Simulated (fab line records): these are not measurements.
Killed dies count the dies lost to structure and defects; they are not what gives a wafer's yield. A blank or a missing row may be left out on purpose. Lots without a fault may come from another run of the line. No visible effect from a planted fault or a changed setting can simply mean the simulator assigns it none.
Chamber matching / flow nand harc / rie diel-05 running NHARC_P_ZERO_WELL_DESCUM_39: 4 sister chambers
The step chemistry O2, time 3 s. 20 wafers are shown with their chamber, then 10 later ones without.

## EACH WAFER AND ITS CHAMBER
wafer=L076.2; chamber=3; drypump motor current A (A)=5.2; showerhead plenum p Torr (Torr)=2.00; oes product au (a.u.)=0.984
wafer=L076.4; chamber=0; drypump motor current A (A)=6.0; showerhead plenum p Torr (Torr)=1.84; oes product au (a.u.)=0.998
wafer=L076.5; chamber=2; drypump motor current A (A)=5.8; showerhead plenum p Torr (Torr)=1.82; oes product au (a.u.)=1.004
wafer=L078.4; chamber=3; drypump motor current A (A)=5.2; showerhead plenum p Torr (Torr)=2.00; oes product au (a.u.)=0.989
wafer=L078.5; chamber=0; drypump motor current A (A)=6.0; showerhead plenum p Torr (Torr)=1.84; oes product au (a.u.)=0.995
wafer=L078.6; chamber=3; drypump motor current A (A)=5.2; showerhead plenum p Torr (Torr)=2.00; oes product au (a.u.)=0.998
wafer=L078.1; chamber=2; drypump motor current A (A)=5.7; showerhead plenum p Torr (Torr)=1.81; oes product au (a.u.)=1.006
wafer=L078.2; chamber=0; drypump motor current A (A)=6.0; showerhead plenum p Torr (Torr)=1.84; oes product au (a.u.)=0.995
wafer=L078.3; chamber=1; drypump motor current A (A)=4.9; showerhead plenum p Torr (Torr)=1.99; oes product au (a.u.)=1.003
wafer=L080.1; chamber=0; drypump motor current A (A)=6.0; showerhead plenum p Torr (Torr)=1.84; oes product au (a.u.)=1.004
wafer=L080.2; chamber=1; drypump motor current A (A)=4.9; showerhead plenum p Torr (Torr)=1.99; oes product au (a.u.)=1.020
wafer=L080.5; chamber=2; drypump motor current A (A)=5.7; showerhead plenum p Torr (Torr)=1.81; oes product au (a.u.)=1.020
wafer=L085.3; chamber=1; drypump motor current A (A)=4.9; showerhead plenum p Torr (Torr)=1.99; oes product au (a.u.)=1.014
wafer=L085.5; chamber=0; drypump motor current A (A)=6.0; showerhead plenum p Torr (Torr)=1.84; oes product au (a.u.)=0.991
wafer=L085.6; chamber=3; drypump motor current A (A)=5.2; showerhead plenum p Torr (Torr)=1.99; oes product au (a.u.)=0.988
wafer=L090.1; chamber=2; drypump motor current A (A)=5.7; showerhead plenum p Torr (Torr)=1.80; oes product au (a.u.)=1.006
wafer=L090.4; chamber=3; drypump motor current A (A)=5.3; showerhead plenum p Torr (Torr)=1.99; oes product au (a.u.)=1.007
wafer=L090.5; chamber=2; drypump motor current A (A)=5.7; showerhead plenum p Torr (Torr)=1.80; oes product au (a.u.)=0.999
wafer=L090.2; chamber=0; drypump motor current A (A)=6.0; showerhead plenum p Torr (Torr)=1.83; oes product au (a.u.)=0.990
wafer=L090.3; chamber=1; drypump motor current A (A)=4.9; showerhead plenum p Torr (Torr)=1.98; oes product au (a.u.)=1.004

SIGNATURES, as means of the wafers listed above
reading=drypump motor current A; chamber 0=6.000; chamber 1=4.900; chamber 2=5.720; chamber 3=5.220; scatter within a chamber=0.0316
reading=showerhead plenum p Torr; chamber 0=1.8383; chamber 1=1.9875; chamber 2=1.8080; chamber 3=1.9960; scatter within a chamber=0.00591
reading=oes product au; chamber 0=0.99550; chamber 1=1.01025; chamber 2=1.00700; chamber 3=0.99320; scatter within a chamber=0.00757
Rule: for a wafer and a chamber, the distance is found by dividing, reading by reading, the gap between the wafer's reading and the chamber's mean by the reading's scatter, squaring, summing and taking the root. If the next closest chamber is less than 2 further off than the closest, the wafer can't be placed; otherwise it belongs to the closest. The scatter: the root of (the sum of the squares of (reading less its chamber's mean) over the shown wafers, divided by (wafers less chambers)).

## WAFERS WITHOUT THEIR CHAMBER
wafer=L090.6; drypump motor current A (A)=5.3; showerhead plenum p Torr (Torr)=1.99; oes product au (a.u.)=0.998
wafer=L094.1; drypump motor current A (A)=5.7; showerhead plenum p Torr (Torr)=1.80; oes product au (a.u.)=1.003
wafer=L094.3; drypump motor current A (A)=6.0; showerhead plenum p Torr (Torr)=1.83; oes product au (a.u.)=0.994
wafer=L094.6; drypump motor current A (A)=5.3; showerhead plenum p Torr (Torr)=1.99; oes product au (a.u.)=0.995
wafer=L094.2; drypump motor current A (A)=4.9; showerhead plenum p Torr (Torr)=1.98; oes product au (a.u.)=1.007
wafer=L094.4; drypump motor current A (A)=5.2; showerhead plenum p Torr (Torr)=1.99; oes product au (a.u.)=1.005
wafer=L094.5; drypump motor current A (A)=5.7; showerhead plenum p Torr (Torr)=1.80; oes product au (a.u.)=0.998
wafer=L096.2; drypump motor current A (A)=5.3; showerhead plenum p Torr (Torr)=1.98; oes product au (a.u.)=0.995
wafer=L096.3; drypump motor current A (A)=4.9; showerhead plenum p Torr (Torr)=1.98; oes product au (a.u.)=1.011
wafer=L096.5; drypump motor current A (A)=5.7; showerhead plenum p Torr (Torr)=1.80; oes product au (a.u.)=0.996

## WHICH CHAMBER EACH ONE RAN IN
wafer=L090.6; from the rows above=3; in truth=3
wafer=L094.1; from the rows above=2; in truth=2
wafer=L094.3; from the rows above=0; in truth=0
wafer=L094.6; from the rows above=3; in truth=3
wafer=L094.2; from the rows above=1; in truth=1
wafer=L094.4; from the rows above=3; in truth=3
wafer=L094.5; from the rows above=2; in truth=2
wafer=L096.2; from the rows above=3; in truth=3
wafer=L096.3; from the rows above=1; in truth=1
wafer=L096.5; from the rows above=2; in truth=2
Correctly placed: 10 of 10. From these rows, 0 cannot be placed. 0 placed wrongly.
